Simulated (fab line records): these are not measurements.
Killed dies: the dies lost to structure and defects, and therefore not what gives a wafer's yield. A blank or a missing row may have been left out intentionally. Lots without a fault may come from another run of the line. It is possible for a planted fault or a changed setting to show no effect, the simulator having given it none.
fab line records	flow n5_finfet
record: lots: 13	wafers: 36	last_day: 17
route steps=1938 shown BEOL_M4@1102 BEOL_M5@1114 PASSIVATION@1936
lots with no fault: from the same line, run without faults
start_h: the number of hours between the record's first day and the start of the first shown wafer of the lot	wait_h: hours from the lot's prior step to this one	" identical to the entry in the row above	L1.1+2: a single row standing in for several wafers	- value missing, or start not given	* or withheld: withheld	< > ~ a bound
route shown NAME@n: NAME is a module with steps in the file, n the number in the route of the first one	usual: average and standard deviation across the fault-free wafers	same: alike in all rows	chamber/n: place in a boat	sites: per-site readings	_std_site: standard deviation across them	_edge_site: mean of outer sites minus mean of inner sites	radius_mm: for every site, how far away it sits from the centre of the wafer	mask NAME#n: copy n	behind: tool/chamber where the wafer was last shaped	hold: why the lot was held/for how many hours/how that ended	device: names the non-switching transistor (n, p or np)	end of line: tests of these same wafers at the route's end	where a step has no rows: the recipe by itself	killed: not the wafer's yield, but the dies lost to structure and defects at the first sort	map: the dies of a wafer, with x for killed, . for not killed, _ for no die there
set.NAME: the setting as run; set.NAME@STEP: as run at that earlier step	model.NAME: the simulator's own value behind a step, which no gauge read
steps of the route over a sample of lots; a table a step, a row a wafer
services: when a tool's chamber went out of use (start_h, in hours from the record's first day, below 0 if earlier), for how many hours, and the reason
== steps ==
step: N5_BEOL_M4_ANNEAL_51
recipe: temp_c: 225	time_s: 90	ambient: N2
usual: wafer_temp_C_max: 226.01/0.24
lot.wafer	tool	chamber	start_h	wait_h	wafer_temp_C_max
L507.2	rtp_anneal-01	0	172.60	0.1	225.99
L507.4	"	0	"	"	226.10
L508.2	rtp_anneal-01	0	180.30	0.1	225.98
L508.3	"	0	"	"	225.60
L509.1	rtp_anneal-02	0	181.63	0.1	225.79
L509.4	"	0	"	"	226.00
L509.6	"	0	"	"	226.24
L510.1	rtp_anneal-01	0	194.13	0.1	226.11
L510.2	"	0	"	"	226.02
L510.3	"	0	"	"	226.03
L511.1	rtp_anneal-01	0	201.76	0.5	226.14
L511.5	"	0	"	"	225.65
L511.6	"	0	"	"	226.11
L512.1	rtp_anneal-02	0	203.95	0.1	226.12
L512.5	"	0	"	"	226.11
L516.1	rtp_anneal-02	0	227.31	0.1	226.32
L516.2	"	0	"	"	226.28
L516.6	"	0	"	"	225.89
L518.1	rtp_anneal-02	0	246.28	0.1	226.20
L518.2	"	0	"	"	226.49
L518.3	"	0	"	"	225.80
L521.2	rtp_anneal-01	0	252.52	0.1	225.88
L521.4	"	0	"	"	225.86
L521.6	"	0	"	"	225.78
L522.1	rtp_anneal-01	0	265.87	0.1	226.01
L522.2	"	0	"	"	226.12
L522.6	"	0	"	"	225.78
L526.1	rtp_anneal-01	0	293.57	0.1	225.43
L526.3	"	0	"	"	225.65
L526.6	"	0	"	"	225.78
L527.2	rtp_anneal-01	0	304.39	0.1	226.00
L527.3	"	0	"	"	225.91
L527.6	"	0	"	"	225.98
L528.1	rtp_anneal-02	0	306.12	0.1	226.27
L528.3	"	0	"	"	226.10
L528.6	"	0	"	"	225.87
step: N5_BEOL_M4_PRE_CLEAN_60
recipe: gas: NH3/H2	time_s: 15	temp_c: *	rf_power_w: 300
usual: heater_power_w: 88/17	susceptor_temp_C: *
lot.wafer	tool	chamber	start_h	wait_h	heater_power_w	susceptor_temp_C
L507.2	cvd_co-02	0	173.28	0.0	75	*
L507.4	"	2	"	"	95	*
L508.2	cvd_co-01	1	180.88	0.0	111	*
L508.3	"	2	"	"	85	*
L509.1	cvd_co-02	0	182.27	0.0	75	*
L509.4	"	2	"	"	94	*
L509.6	"	0	"	"	77	*
L510.1	cvd_co-01	1	194.76	0.0	111	*
L510.2	"	0	"	"	64	*
L510.3	"	2	"	"	86	*
L511.1	cvd_co-01	2	202.39	0.0	86	*
L511.5	"	0	"	"	63	*
L511.6	"	1	"	"	112	*
L512.1	cvd_co-01	1	204.58	0.0	112	*
L512.5	"	0	"	"	65	*
L516.1	cvd_co-02	0	227.93	0.0	74	*
L516.2	"	2	"	"	96	*
L516.6	"	1	"	"	101	*
L518.1	cvd_co-01	1	246.91	0.0	111	*
L518.2	"	0	"	"	66	*
L518.3	"	2	"	"	84	*
L521.2	cvd_co-01	2	253.10	0.0	86	*
L521.4	"	0	"	"	63	*
L521.6	"	1	"	"	111	*
L522.1	cvd_co-02	2	266.51	0.0	96	*
L522.2	"	0	"	"	77	*
L522.6	"	1	"	"	103	*
L526.1	cvd_co-01	0	294.21	0.0	67	*
L526.3	"	1	"	"	110	*
L526.6	"	1	"	"	113	*
L527.2	cvd_co-02	0	304.98	0.0	76	*
L527.3	"	1	"	"	104	*
L527.6	"	2	"	"	95	*
L528.1	cvd_co-02	1	306.78	0.1	102	*
L528.3	"	0	"	"	74	*
L528.6	"	2	"	"	99	*
step: N5_BEOL_M5_THK_MEAS_01
recipe: reads: SiCOH_lowk_of_BEOL_M5_ILD_DEP_00
usual: M5_ILD_THK: 120.6/1.7
lot.wafer	tool	chamber	start_h	wait_h	M5_ILD_THK[nm]
L507.2	film_metro-02	-	175.09	0.4	120.0
L507.4	"	-	"	"	122.9
L508.2	film_metro-02	-	182.69	0.4	116.9
L508.3	"	-	"	"	119.2
L509.1	film_metro-02	-	184.08	0.4	117.3
L509.4	"	-	"	"	123.3
L509.6	"	-	"	"	121.2
L510.1	film_metro-02	-	196.57	0.4	120.1
L510.2	"	-	"	"	120.0
L510.3	"	-	"	"	120.4
L511.1	film_metro-02	-	204.23	0.4	119.6
L511.5	"	-	"	"	118.5
L511.6	"	-	"	"	121.2
L512.1	film_metro-02	-	206.39	0.4	119.7
L512.5	"	-	"	"	120.3
L516.1	film_metro-01	-	229.75	0.4	120.4
L516.2	"	-	"	"	120.9
L516.6	"	-	"	"	122.5
L518.1	film_metro-01	-	248.75	0.4	120.0
L518.2	"	-	"	"	120.7
L518.3	"	-	"	"	119.9
L521.2	film_metro-01	-	254.92	0.4	119.2
L521.4	"	-	"	"	122.0
L521.6	"	-	"	"	121.4
L522.1	film_metro-01	-	268.46	0.4	118.8
L522.2	"	-	"	"	121.3
L522.6	"	-	"	"	122.1
L526.1	film_metro-01	-	296.03	0.4	118.8
L526.3	"	-	"	"	122.2
L526.6	"	-	"	"	124.3
L527.2	film_metro-01	-	306.79	0.4	117.9
L527.3	"	-	"	"	119.4
L527.6	"	-	"	"	121.5
L528.1	film_metro-02	-	308.59	0.4	118.7
L528.3	"	-	"	"	118.8
L528.6	"	-	"	"	122.4
step: N5_BEOL_M5_COAT_59
recipe: resist: SOC	temp_c: 250	time_s: 60	spin_rpm: 1500	resist_thk_nm: 60
usual: spin_speed_rpm: 1499.9/0.87
lot.wafer	tool	chamber	start_h	wait_h	spin_speed_rpm
L507.2	litho_track-02	0	175.74	0.1	1499.3
L507.4	"	0	"	"	1500.4
L508.2	litho_track-01	0	183.38	0.1	1499.7
L508.3	"	0	"	"	1500.9
L509.1	litho_track-01	0	186.17	0.1	1499.6
L509.4	"	0	"	"	1501.6
L509.6	"	0	"	"	1498.6
L510.1	litho_track-02	0	197.34	0.1	1499.9
L510.2	"	0	"	"	1500.0
L510.3	"	0	"	"	1500.2
L511.1	litho_track-01	0	204.95	0.1	1501.1
L511.5	"	0	"	"	1500.7
L511.6	"	0	"	"	1500.6
L512.1	litho_track-03	0	207.09	0.1	1500.7
L512.5	"	0	"	"	1500.5
L516.1	litho_track-02	0	232.91	0.1	1499.9
L516.2	"	0	"	"	1501.1
L516.6	"	0	"	"	1500.8
L518.1	litho_track-03	0	249.56	0.1	1499.7
L518.2	"	0	"	"	1498.5
L518.3	"	0	"	"	1499.1
L521.2	litho_track-01	0	257.86	0.1	1499.3
L521.4	"	0	"	"	1498.6
L521.6	"	0	"	"	1499.5
L522.1	litho_track-01	0	270.02	0.1	1499.8
L522.2	"	0	"	"	1498.8
L522.6	"	0	"	"	1499.5
L526.1	litho_track-02	0	296.58	0.1	1320.0
L526.3	"	0	"	"	1321.1
L526.6	"	0	"	"	1320.7
L527.2	litho_track-01	0	309.61	0.1	1500.2
L527.3	"	0	"	"	1499.8
L527.6	"	0	"	"	1498.9
L528.1	litho_track-02	0	310.51	0.1	1321.9
L528.3	"	0	"	"	1320.5
L528.6	"	0	"	"	1321.7
step: N5_PASSIVATION_PROBE_49
usual: defect_limited_yield: 91.8/1.5	killed_at_M0_to_M3: 33/11	killed_at_M4_up: 13/5	killed_at_contacts: 11/5.6	killed_at_front_end: 36/12	killed_at_other: 3.4/2.5	killed_dies: 97/18	killed_open: 64/13	killed_short: 31/6.9	sort_bin_5_function: 4.8/1	sort_bin_6_memory: 3.1/0.64	sort_bin_8_speed: 0.00/0.014	sort_n_pass: 1083/18	sort_yield_pct: 91.8/1.5
same: gross_dies: 1180	killed_at_back_side: 0	sort_bin_4_leakage[%]: 0
lot.wafer	tool	chamber	start_h	wait_h	defect_limited_yield[%]	killed_at_M0_to_M3	killed_at_M4_up	killed_at_contacts	killed_at_front_end	killed_at_other	killed_dies	killed_open	killed_short	sort_bin_5_function[%]	sort_bin_6_memory[%]	sort_bin_8_speed[%]	sort_n_pass	sort_yield_pct[%]
L507.2	prober-01	-	279.25	0.1	93.2	24	14	8	28	6	80	57	22	3.5	2.8	0.08	1100	93.2
L507.4	prober-01	-	279.35	0.2	92.8	27	12	12	32	2	85	59	24	4.2	3.0	0	1095	92.8
L508.2	prober-01	-	286.15	0.1	92.0	41	12	7	26	8	94	64	30	4.3	3.4	0	1086	92.0
L508.3	prober-01	-	286.20	0.1	91.7	38	17	3	32	8	98	65	33	5.3	2.8	0	1082	91.7
L509.1	prober-01	-	289.89	0.0	91.7	37	2	10	46	3	98	68	30	4.0	4.1	0	1082	91.7
L509.4	prober-01	-	290.04	0.2	91.8	27	10	13	45	2	97	62	34	5.1	2.8	0	1083	91.8
L509.6	prober-01	-	290.14	0.3	93.5	24	5	13	33	2	77	50	26	4.0	2.5	0	1103	93.5
L510.1	prober-01	-	296.24	0.0	91.0	43	15	4	36	8	106	66	40	6.1	2.4	0	1074	91.0
L510.2	prober-01	-	296.29	0.1	91.4	57	11	3	25	6	102	76	26	5.3	3.1	0	1078	91.4
L510.3	prober-01	-	296.34	0.1	92.2	37	13	5	36	1	92	59	32	4.5	3.1	0	1088	92.2
L511.1	prober-02	-	300.55	0.0	92.6	16	19	11	36	5	87	59	26	4.7	2.5	0	1093	92.6
L511.5	prober-02	-	300.75	0.2	92.1	22	19	19	28	5	93	72	21	5.2	2.5	0	1087	92.1
L511.6	prober-02	-	300.80	0.3	91.9	25	12	12	41	5	95	63	30	5.3	2.7	0	1085	91.9
L512.1	prober-02	-	311.83	0.0	91.9	31	14	17	32	1	95	64	31	4.2	3.6	0	1085	91.9
L512.5	prober-02	-	312.03	0.2	92.2	28	14	9	35	6	92	64	28	5.1	2.5	0	1088	92.2
L516.1	prober-01	-	327.74	0.3	93.8	19	6	21	21	6	73	52	21	3.6	2.5	0	1107	93.8
L516.2	prober-01	-	327.79	0.4	91.5	14	20	12	51	3	100	67	32	5.4	2.8	0	1080	91.5
L516.6	prober-01	-	327.99	0.6	90.3	38	13	9	46	8	114	77	34	6.0	3.2	0	1066	90.3
L518.1	prober-02	-	347.92	0.0	90.2	31	10	24	49	2	116	71	41	5.8	3.7	0	1064	90.2
L518.2	prober-02	-	347.97	0.1	90.1	40	19	20	37	1	117	83	34	6.4	3.3	0	1063	90.1
L518.3	prober-02	-	348.02	0.1	92.0	34	8	20	27	5	94	66	26	4.6	3.4	0	1086	92.0
L522.1	prober-02	-	370.08	0.0	90.5	39	12	14	41	6	112	77	30	5.9	3.1	0	1068	90.5
L522.2	prober-02	-	370.13	0.1	91.3	44	15	19	22	3	103	66	34	4.8	3.4	0	1077	91.3
L522.6	prober-02	-	370.33	0.3	92.0	47	10	8	26	3	94	68	25	5.2	2.4	0	1086	92.0
L521.2	prober-01	-	370.22	0.1	89.1	46	22	20	36	5	129	81	41	5.7	4.6	0	1051	89.1
L521.4	prober-01	-	370.32	0.2	90.1	34	20	23	34	6	117	79	36	5.6	4.3	0	1063	90.1
L521.6	prober-01	-	370.42	0.3	91.2	21	13	11	54	5	104	63	33	4.6	3.6	0	1076	91.2
L526.1	prober-01	-	393.27	0.0	90.1	35	15	24	42	1	117	77	39	6.3	3.3	0	1063	90.1
L526.3	prober-01	-	393.37	0.1	89.9	38	18	21	38	4	119	83	35	6.2	3.6	0	1061	89.9
L526.6	prober-01	-	393.52	0.3	92.2	23	10	18	40	1	92	55	37	4.3	3.4	0	1088	92.2
L527.2	prober-02	-	409.43	0.1	93.3	36	4	10	29	0	79	51	28	4.1	2.5	0	1101	93.3
L527.3	prober-02	-	409.48	0.1	93.1	26	20	3	33	0	82	57	24	3.7	2.9	0	1098	93.1
L527.6	prober-02	-	409.63	0.3	90.9	38	17	13	39	0	107	80	27	5.2	3.9	0	1073	90.9
L528.1	prober-01	-	409.45	0.0	91.7	36	12	11	35	4	98	63	33	5.3	2.9	0	1082	91.7
L528.3	prober-01	-	409.55	0.1	89.6	48	14	3	52	6	123	85	38	6.0	4.2	0	1057	89.6
L528.6	prober-01	-	409.70	0.3	89.8	56	21	10	24	9	120	77	41	6.0	3.9	0	1060	89.8
killed by level:class
L507.2 BEOL_M3:geometric_particle:open=10 FIN_SAQP:geometric_particle:open=9 BEOL_M0_SAQP:geometric_particle:short=7 GATE_CUT:geometric_particle:open=5 MOL_CONTACT_COAG:geometric_particle:open=5 DUMMY_GATE:geometric_particle:open=3 MOL_CONTACT_COAG:geometric_particle:short=3 BEOL_M0_SAQP:geometric_particle:open=3
L507.4 MOL_CONTACT_COAG:geometric_particle:open=10 FIN_SAQP:geometric_particle:open=8 BEOL_M0_SAQP:geometric_particle:short=8 FIN_SAQP:geometric_particle:short=5 BEOL_M0_SAQP:geometric_particle:open=5 BEOL_M2:geometric_particle:open=5 BEOL_M7:geometric_particle:open=5 BEOL_M3:geometric_particle:open=4
L508.2 BEOL_M0_SAQP:geometric_particle:short=14 FIN_SAQP:geometric_particle:open=11 BEOL_M0_SAQP:geometric_particle:open=11 BEOL_M3:geometric_particle:open=6 MOL_CONTACT_COAG:geometric_particle:open=5 BEOL_M4:geometric_particle:open=5 GATE_CUT:geometric_particle:short=4 BEOL_M0:geometric_particle:open=4
L508.3 FIN_SAQP:geometric_particle:open=12 BEOL_M0_SAQP:geometric_particle:short=11 BEOL_M0_SAQP:geometric_particle:open=10 BEOL_M4:geometric_particle:open=9 FIN_SAQP:geometric_particle:short=5 BEOL_M2:geometric_particle:open=5 DUMMY_GATE:geometric_particle:open=4 BEOL_M1:geometric_particle:open=4
L509.1 FIN_SAQP:geometric_particle:open=15 BEOL_M1:geometric_particle:open=10 FIN_SAQP:geometric_particle:short=8 MOL_CONTACT_COAG:geometric_particle:open=8 BEOL_M3:geometric_particle:open=8 STI_FIN_REVEAL:geometric_particle:open=5 BEOL_M0_SAQP:geometric_particle:open=5 BEOL_M0_SAQP:geometric_particle:short=5
L509.4 MOL_CONTACT_COAG:geometric_particle:open=13 FIN_SAQP:geometric_particle:open=10 GATE_CUT:geometric_particle:short=8 STI_FIN_REVEAL:geometric_particle:open=6 BEOL_M0_SAQP:geometric_particle:short=6 BEOL_M0_SAQP:geometric_particle:open=6 BEOL_M2:geometric_particle:open=6 STARTING-WAFER:geometric_particle:short=5
L509.6 MOL_CONTACT_COAG:geometric_particle:open=11 BEOL_M0_SAQP:geometric_particle:short=8 FIN_SAQP:geometric_particle:short=7 FIN_SAQP:geometric_particle:open=6 BEOL_M0_SAQP:geometric_particle:open=6 GATE_CUT:geometric_particle:open=5 BEOL_M3:geometric_particle:open=4 STI_FIN_REVEAL:geometric_particle:open=3
L510.1 BEOL_M2:geometric_particle:open=12 BEOL_M4:geometric_particle:open=12 BEOL_M3:geometric_particle:open=9 FIN_SAQP:geometric_particle:open=8 BEOL_M0_SAQP:geometric_particle:short=7 BEOL_M1:geometric_particle:open=6 FIN_SAQP:geometric_particle:short=5 GATE_CUT:geometric_particle:short=4
L510.2 BEOL_M0_SAQP:geometric_particle:open=19 BEOL_M2:geometric_particle:open=14 BEOL_M3:geometric_particle:open=10 BEOL_M0_SAQP:geometric_particle:short=8 FIN_SAQP:geometric_particle:open=6 STARTING-WAFER:geometric_particle:short=4 FIN_SAQP:geometric_particle:short=3 STI_FIN_REVEAL:geometric_particle:open=3
L510.3 BEOL_M3:geometric_particle:open=11 BEOL_M0_SAQP:geometric_particle:short=8 STI_FIN_REVEAL:geometric_particle:open=7 BEOL_M0_SAQP:geometric_particle:open=6 FIN_SAQP:geometric_particle:open=5 STI_FIN_REVEAL:geometric_particle:short=5 MOL_CONTACT_COAG:geometric_particle:open=4 BEOL_M3:geometric_particle:short=4
L511.1 STI_FIN_REVEAL:geometric_particle:open=10 FIN_SAQP:geometric_particle:open=7 MOL_CONTACT_COAG:geometric_particle:open=7 BEOL_M4:geometric_particle:open=7 BEOL_M0_SAQP:geometric_particle:open=6 DUMMY_GATE:geometric_particle:open=4 BEOL_M0_SAQP:geometric_particle:short=4 MOL_CONTACT_COAG:geometric_particle:short=4
L511.5 MOL_CONTACT_COAG:geometric_particle:open=16 STI_FIN_REVEAL:geometric_particle:open=9 BEOL_M0_SAQP:geometric_particle:short=8 BEOL_M4:geometric_particle:open=7 BEOL_M2:geometric_particle:open=6 FIN_SAQP:geometric_particle:open=5 BEOL_M0_SAQP:geometric_particle:open=4 BEOL_M5:geometric_particle:open=4
L511.6 STI_FIN_REVEAL:geometric_particle:open=12 MOL_CONTACT_COAG:geometric_particle:open=9 GATE_CUT:geometric_particle:short=7 BEOL_M0_SAQP:geometric_particle:open=7 DUMMY_GATE:geometric_particle:open=6 BEOL_M2:geometric_particle:open=6 FIN_SAQP:geometric_particle:open=4 BEOL_M0_SAQP:geometric_particle:short=4
L512.1 MOL_CONTACT_COAG:geometric_particle:open=14 BEOL_M0_SAQP:geometric_particle:open=10 BEOL_M0_SAQP:geometric_particle:short=8 BEOL_M3:geometric_particle:open=5 STARTING-WAFER:geometric_particle:open=5 DUMMY_GATE:geometric_particle:open=4 ILD0:geometric_particle:short=4 GATE_CUT:geometric_particle:open=4
L512.5 GATE_CUT:geometric_particle:short=9 BEOL_M0_SAQP:geometric_particle:open=8 BEOL_M1:geometric_particle:open=8 FIN_SAQP:geometric_particle:open=7 DUMMY_GATE:geometric_particle:open=7 MOL_CONTACT_COAG:geometric_particle:open=7 BEOL_M0_SAQP:geometric_particle:short=5 BEOL_M8:geometric_particle:open=5
L516.1 MOL_CONTACT_COAG:geometric_particle:open=18 STI_FIN_REVEAL:geometric_particle:open=12 BEOL_M0_SAQP:geometric_particle:short=6 BEOL_M1:geometric_particle:open=6 MOL_CONTACT_COAG:geometric_particle:short=3 BEOL_M0_SAQP:geometric_particle:open=3 STI_FIN_REVEAL:geometric_particle:short=2 ILD0:geometric_particle:short=2
L516.2 STI_FIN_REVEAL:geometric_particle:open=15 FIN_SAQP:geometric_particle:short=13 MOL_CONTACT_COAG:geometric_particle:open=10 FIN_SAQP:geometric_particle:open=9 BEOL_M4:geometric_particle:open=8 DUMMY_GATE:geometric_particle:open=5 BEOL_M1:geometric_particle:open=5 BEOL_M1:geometric_particle:short=4
L516.6 FIN_SAQP:geometric_particle:open=13 FIN_SAQP:geometric_particle:short=11 BEOL_M0_SAQP:geometric_particle:open=8 BEOL_M0:geometric_particle:open=7 BEOL_M1:geometric_particle:open=7 BEOL_M4:geometric_particle:open=7 STI_FIN_REVEAL:geometric_particle:open=6 BEOL_M0_SAQP:geometric_particle:short=6
L518.1 BEOL_M0_SAQP:geometric_particle:open=14 MOL_CONTACT_COAG:geometric_particle:short=12 MOL_CONTACT_COAG:geometric_particle:open=11 DUMMY_GATE:geometric_particle:open=7 BEOL_M0_SAQP:geometric_particle:short=7 GATE_CUT:geometric_particle:short=6 FIN_SAQP:geometric_particle:short=5 STI_FIN_REVEAL:geometric_particle:open=5
L518.2 MOL_CONTACT_COAG:geometric_particle:open=16 BEOL_M0_SAQP:geometric_particle:open=10 FIN_SAQP:geometric_particle:open=9 DUMMY_GATE:geometric_particle:open=8 BEOL_M3:geometric_particle:open=7 BEOL_M0_SAQP:geometric_particle:short=6 BEOL_M2:geometric_particle:open=6 BEOL_M4:geometric_particle:open=6
L518.3 MOL_CONTACT_COAG:geometric_particle:open=15 BEOL_M0_SAQP:geometric_particle:short=11 BEOL_M0_SAQP:geometric_particle:open=8 DUMMY_GATE:geometric_particle:open=7 BEOL_M1:geometric_particle:open=6 BEOL_M2:geometric_particle:open=6 STARTING-WAFER:geometric_particle:open=5 SPACER0:geometric_particle:open=3
L522.1 BEOL_M0_SAQP:geometric_particle:open=12 BEOL_M2:geometric_particle:open=12 MOL_CONTACT_COAG:geometric_particle:open=11 FIN_SAQP:geometric_particle:open=10 STI_FIN_REVEAL:geometric_particle:open=5 STARTING-WAFER:geometric_particle:short=5 BEOL_M0_SAQP:geometric_particle:short=5 BEOL_M1:geometric_particle:open=5
L522.2 MOL_CONTACT_COAG:geometric_particle:open=14 BEOL_M0_SAQP:geometric_particle:open=14 BEOL_M0_SAQP:geometric_particle:short=10 BEOL_M1:geometric_particle:open=8 BEOL_M2:geometric_particle:open=6 STI_FIN_REVEAL:geometric_particle:open=5 MOL_CONTACT_COAG:geometric_particle:short=5 STI_FIN_REVEAL:geometric_particle:short=4
L521.2 MOL_CONTACT_COAG:geometric_particle:open=18 BEOL_M1:geometric_particle:open=11 FIN_SAQP:geometric_particle:short=10 BEOL_M3:geometric_particle:open=9 BEOL_M0_SAQP:geometric_particle:short=7 BEOL_M0_SAQP:geometric_particle:open=6 STI_FIN_REVEAL:geometric_particle:open=5 BEOL_M4:geometric_particle:open=5
L521.4 MOL_CONTACT_COAG:geometric_particle:open=20 BEOL_M4:geometric_particle:open=10 FIN_SAQP:geometric_particle:short=7 BEOL_M0_SAQP:geometric_particle:open=7 FIN_SAQP:geometric_particle:open=6 STI_FIN_REVEAL:geometric_particle:open=6 BEOL_M0_SAQP:geometric_particle:short=6 BEOL_M1:geometric_particle:open=6
L522.6 BEOL_M0_SAQP:geometric_particle:short=13 BEOL_M1:geometric_particle:open=10 BEOL_M2:geometric_particle:open=10 MOL_CONTACT_COAG:geometric_particle:open=8 STI_FIN_REVEAL:geometric_particle:open=7 BEOL_M0_SAQP:geometric_particle:open=5 BEOL_M3:geometric_particle:open=5 STARTING-WAFER:geometric_particle:open=5
L521.6 STI_FIN_REVEAL:geometric_particle:open=11 MOL_CONTACT_COAG:geometric_particle:open=11 FIN_SAQP:geometric_particle:short=10 BEOL_M4:geometric_particle:open=8 BEOL_M1:geometric_particle:open=8 HKMG_FIN:area_etch=7 DUMMY_GATE:geometric_particle:open=6 FIN_SAQP:geometric_particle:open=5
L526.1 MOL_CONTACT_COAG:geometric_particle:open=21 BEOL_M0_SAQP:geometric_particle:short=9 GATE_CUT:geometric_particle:short=9 BEOL_M0_SAQP:geometric_particle:open=8 FIN_SAQP:geometric_particle:open=7 BEOL_M2:geometric_particle:open=7 FIN_SAQP:geometric_particle:short=6 BEOL_M1:geometric_particle:open=6
L526.3 MOL_CONTACT_COAG:geometric_particle:open=20 BEOL_M2:geometric_particle:open=9 GATE_CUT:geometric_particle:short=8 BEOL_M0_SAQP:geometric_particle:open=8 BEOL_M3:geometric_particle:open=7 BEOL_M5:geometric_particle:open=7 FIN_SAQP:geometric_particle:short=5 BEOL_M2:geometric_particle:short=5
L526.6 MOL_CONTACT_COAG:geometric_particle:open=13 FIN_SAQP:geometric_particle:open=12 FIN_SAQP:geometric_particle:short=10 BEOL_M0_SAQP:geometric_particle:short=8 BEOL_M0_SAQP:geometric_particle:open=6 MOL_CONTACT_COAG:geometric_particle:short=5 STI_FIN_REVEAL:geometric_particle:open=4 BEOL_M2:geometric_particle:open=4
L527.2 MOL_CONTACT_COAG:geometric_particle:open=9 FIN_SAQP:geometric_particle:short=8 BEOL_M1:geometric_particle:open=7 BEOL_M0:geometric_particle:open=5 BEOL_M2:geometric_particle:open=5 BEOL_M3:geometric_particle:open=5 STI_FIN_REVEAL:geometric_particle:open=4 GATE_CUT:geometric_particle:short=4
L528.1 BEOL_M2:geometric_particle:open=11 STI_FIN_REVEAL:geometric_particle:open=10 MOL_CONTACT_COAG:geometric_particle:open=10 BEOL_M0_SAQP:geometric_particle:short=8 BEOL_M3:geometric_particle:open=7 STARTING-WAFER:geometric_particle:short=6 FIN_SAQP:geometric_particle:open=4 BEOL_M1:geometric_particle:open=4
L527.3 BEOL_M4:geometric_particle:open=11 STI_FIN_REVEAL:geometric_particle:open=8 BEOL_M2:geometric_particle:open=8 BEOL_M3:geometric_particle:short=5 STARTING-WAFER:geometric_particle:open=5 FIN_SAQP:geometric_particle:open=4 BEOL_M0_SAQP:geometric_particle:open=4 FIN_SAQP:geometric_particle:short=3
L528.3 FIN_SAQP:geometric_particle:open=23 BEOL_M1:geometric_particle:open=16 FIN_SAQP:geometric_particle:short=10 BEOL_M0_SAQP:geometric_particle:open=8 BEOL_M2:geometric_particle:open=8 BEOL_M0_SAQP:geometric_particle:short=6 DUMMY_GATE:geometric_particle:open=4 BEOL_M3:geometric_particle:open=4
L527.6 BEOL_M2:geometric_particle:open=11 BEOL_M4:geometric_particle:open=11 FIN_SAQP:geometric_particle:short=10 MOL_CONTACT_COAG:geometric_particle:open=10 DUMMY_GATE:geometric_particle:open=10 BEOL_M3:geometric_particle:open=7 STI_FIN_REVEAL:geometric_particle:open=6 BEOL_M1:geometric_particle:open=6
L528.6 BEOL_M2:geometric_particle:open=15 BEOL_M1:geometric_particle:open=10 BEOL_M0_SAQP:geometric_particle:open=10 BEOL_M3:geometric_particle:short=10 BEOL_M0_SAQP:geometric_particle:short=7 FIN_SAQP:geometric_particle:open=6 MOL_CONTACT_COAG:geometric_particle:open=6 BEOL_M4:geometric_particle:open=6
== services ==
tool	chamber	start_h	hours	kind
rtp_anneal-02	-	197.54	3.0	pm
litho_track-03	-	211.68	-	consumable_replace:filter
cvd_co-01	0	233.88	3.6	repair
cvd_co-01	0	258.49	3.1	repair
== key ==
first_sign: step: N5_BEOL_M5_COAT_59	reading: spin_speed_rpm	direction: down	sigmas: 99+	usual: *	struck: *
effect none on later readings
met_at N5_BEOL_M5_COAT_59
struck_lots L526,L528
not_acting_at N5_BEOL_M4_ANNEAL_51,N5_BEOL_M4_PRE_CLEAN_60,N5_BEOL_M5_THK_MEAS_01
onset_between 232.91 296.58
fault: kind: process_parameter_drift	tool: litho_track-02	chamber: -	onset_h: 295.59	steps: N5_BEOL_M5_COAT_59	channel: spin_rpm	offset: *	shape: step	end_h: 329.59	acts_in: *	stated: *
